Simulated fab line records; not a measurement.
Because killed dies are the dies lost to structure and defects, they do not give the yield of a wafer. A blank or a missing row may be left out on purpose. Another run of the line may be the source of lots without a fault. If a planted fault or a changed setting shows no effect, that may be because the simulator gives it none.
Chamber matching || flow n5_finfet || N5_BEOL_M2_STRIP_36 on rie_diel-01 has 4 sister chambers
The step strips in N2/H2. 18 wafers are shown with their chamber, then 9 later ones without.

== WAFERS PAIRED WITH THEIR CHAMBERS ==
{"wafer": "L081.4", "chamber": 0, "showerhead_plenum_p_Torr (Torr)": 2.64, "oes_product_au (a.u.)": 0.71, "rf_vpp_V (V)": 58.2}
{"wafer": "L081.5", "chamber": 1, "showerhead_plenum_p_Torr (Torr)": 2.53, "oes_product_au (a.u.)": 0.74, "rf_vpp_V (V)": 56.4}
{"wafer": "L081.6", "chamber": 2, "showerhead_plenum_p_Torr (Torr)": 2.46, "oes_product_au (a.u.)": 0.88, "rf_vpp_V (V)": 59.0}
{"wafer": "L082.1", "chamber": 1, "showerhead_plenum_p_Torr (Torr)": 2.53, "oes_product_au (a.u.)": 0.75, "rf_vpp_V (V)": 57.0}
{"wafer": "L082.5", "chamber": 0, "showerhead_plenum_p_Torr (Torr)": 2.64, "oes_product_au (a.u.)": 0.70, "rf_vpp_V (V)": 58.0}
{"wafer": "L082.6", "chamber": 3, "showerhead_plenum_p_Torr (Torr)": 2.62, "oes_product_au (a.u.)": 0.70, "rf_vpp_V (V)": 60.6}
{"wafer": "L084.1", "chamber": 2, "showerhead_plenum_p_Torr (Torr)": 2.46, "oes_product_au (a.u.)": 0.86, "rf_vpp_V (V)": 57.4}
{"wafer": "L084.2", "chamber": 1, "showerhead_plenum_p_Torr (Torr)": 2.53, "oes_product_au (a.u.)": 0.75, "rf_vpp_V (V)": 57.7}
{"wafer": "L084.3", "chamber": 3, "showerhead_plenum_p_Torr (Torr)": 2.62, "oes_product_au (a.u.)": 0.69, "rf_vpp_V (V)": 59.4}
{"wafer": "L084.4", "chamber": 0, "showerhead_plenum_p_Torr (Torr)": 2.64, "oes_product_au (a.u.)": 0.71, "rf_vpp_V (V)": 60.6}
{"wafer": "L084.5", "chamber": 3, "showerhead_plenum_p_Torr (Torr)": 2.62, "oes_product_au (a.u.)": 0.70, "rf_vpp_V (V)": 61.4}
{"wafer": "L084.6", "chamber": 0, "showerhead_plenum_p_Torr (Torr)": 2.64, "oes_product_au (a.u.)": 0.70, "rf_vpp_V (V)": 59.7}
{"wafer": "L085.1", "chamber": 0, "showerhead_plenum_p_Torr (Torr)": 2.64, "oes_product_au (a.u.)": 0.70, "rf_vpp_V (V)": 60.8}
{"wafer": "L085.3", "chamber": 3, "showerhead_plenum_p_Torr (Torr)": 2.62, "oes_product_au (a.u.)": 0.68, "rf_vpp_V (V)": 60.2}
{"wafer": "L085.5", "chamber": 0, "showerhead_plenum_p_Torr (Torr)": 2.64, "oes_product_au (a.u.)": 0.71, "rf_vpp_V (V)": 57.6}
{"wafer": "L089.1", "chamber": 3, "showerhead_plenum_p_Torr (Torr)": 2.61, "oes_product_au (a.u.)": 0.68, "rf_vpp_V (V)": 59.0}
{"wafer": "L089.2", "chamber": 1, "showerhead_plenum_p_Torr (Torr)": 2.53, "oes_product_au (a.u.)": 0.73, "rf_vpp_V (V)": 56.4}
{"wafer": "L089.6", "chamber": 2, "showerhead_plenum_p_Torr (Torr)": 2.45, "oes_product_au (a.u.)": 0.83, "rf_vpp_V (V)": 57.0}

SIGNATURES, as means of the wafers listed above
{"reading": "showerhead_plenum_p_Torr", "chamber 0": 2.6400, "chamber 1": 2.5300, "chamber 2": 2.4567, "chamber 3": 2.6180, "scatter within a chamber": 0.00324}
{"reading": "oes_product_au", "chamber 0": 0.7050, "chamber 1": 0.7425, "chamber 2": 0.8567, "chamber 3": 0.6900, "scatter within a chamber": 0.0122}
{"reading": "rf_vpp_V", "chamber 0": 59.150, "chamber 1": 56.875, "chamber 2": 57.800, "chamber 3": 60.120, "scatter within a chamber": 1.1}
Rule: a wafer lies at a distance from a chamber equal to the root of the sum of squares, over the readings, of (its reading less the chamber's mean, divided by the reading's scatter). The wafer belongs to the nearest chamber; if the next one is less than 2 further off, it can't be placed. The scatter is the square root of a quotient: the sum, over the shown wafers, of each reading's squared deviation from its chamber's mean, divided by wafers minus chambers.

== WAFERS WITH NO CHAMBER GIVEN ==
{"wafer": "L092.1", "showerhead_plenum_p_Torr (Torr)": 2.61, "oes_product_au (a.u.)": 0.68, "rf_vpp_V (V)": 61.1}
{"wafer": "L092.3", "showerhead_plenum_p_Torr (Torr)": 2.45, "oes_product_au (a.u.)": 0.85, "rf_vpp_V (V)": 59.0}
{"wafer": "L092.4", "showerhead_plenum_p_Torr (Torr)": 2.52, "oes_product_au (a.u.)": 0.73, "rf_vpp_V (V)": 62.2}
{"wafer": "L094.2", "showerhead_plenum_p_Torr (Torr)": 2.63, "oes_product_au (a.u.)": 0.69, "rf_vpp_V (V)": 57.6}
{"wafer": "L094.4", "showerhead_plenum_p_Torr (Torr)": 2.52, "oes_product_au (a.u.)": 0.73, "rf_vpp_V (V)": 58.8}
{"wafer": "L094.6", "showerhead_plenum_p_Torr (Torr)": 2.52, "oes_product_au (a.u.)": 0.72, "rf_vpp_V (V)": 60.9}
{"wafer": "L096.1", "showerhead_plenum_p_Torr (Torr)": 2.45, "oes_product_au (a.u.)": 0.83, "rf_vpp_V (V)": 60.1}
{"wafer": "L096.5", "showerhead_plenum_p_Torr (Torr)": 2.63, "oes_product_au (a.u.)": 0.68, "rf_vpp_V (V)": 58.3}
{"wafer": "L096.6", "showerhead_plenum_p_Torr (Torr)": 2.61, "oes_product_au (a.u.)": 0.67, "rf_vpp_V (V)": 60.6}

== WHICH CHAMBER EACH ONE RAN IN ==
{"wafer": "L092.1", "from the rows above": 3, "in truth": 3}
{"wafer": "L092.3", "from the rows above": 2, "in truth": 2}
{"wafer": "L092.4", "from the rows above": 1, "in truth": 1}
{"wafer": "L094.2", "from the rows above": "can't be placed: 0 or 3", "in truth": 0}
{"wafer": "L094.4", "from the rows above": 1, "in truth": 1}
{"wafer": "L094.6", "from the rows above": 1, "in truth": 1}
{"wafer": "L096.1", "from the rows above": 2, "in truth": 2}
{"wafer": "L096.5", "from the rows above": "can't be placed: 0 or 3", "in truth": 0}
{"wafer": "L096.6", "from the rows above": 3, "in truth": 3}
Correctly placed: 7 of 9. Unplaceable from these rows: 2, with the true chamber sitting among the candidates in 2. Number placed wrongly: 0.
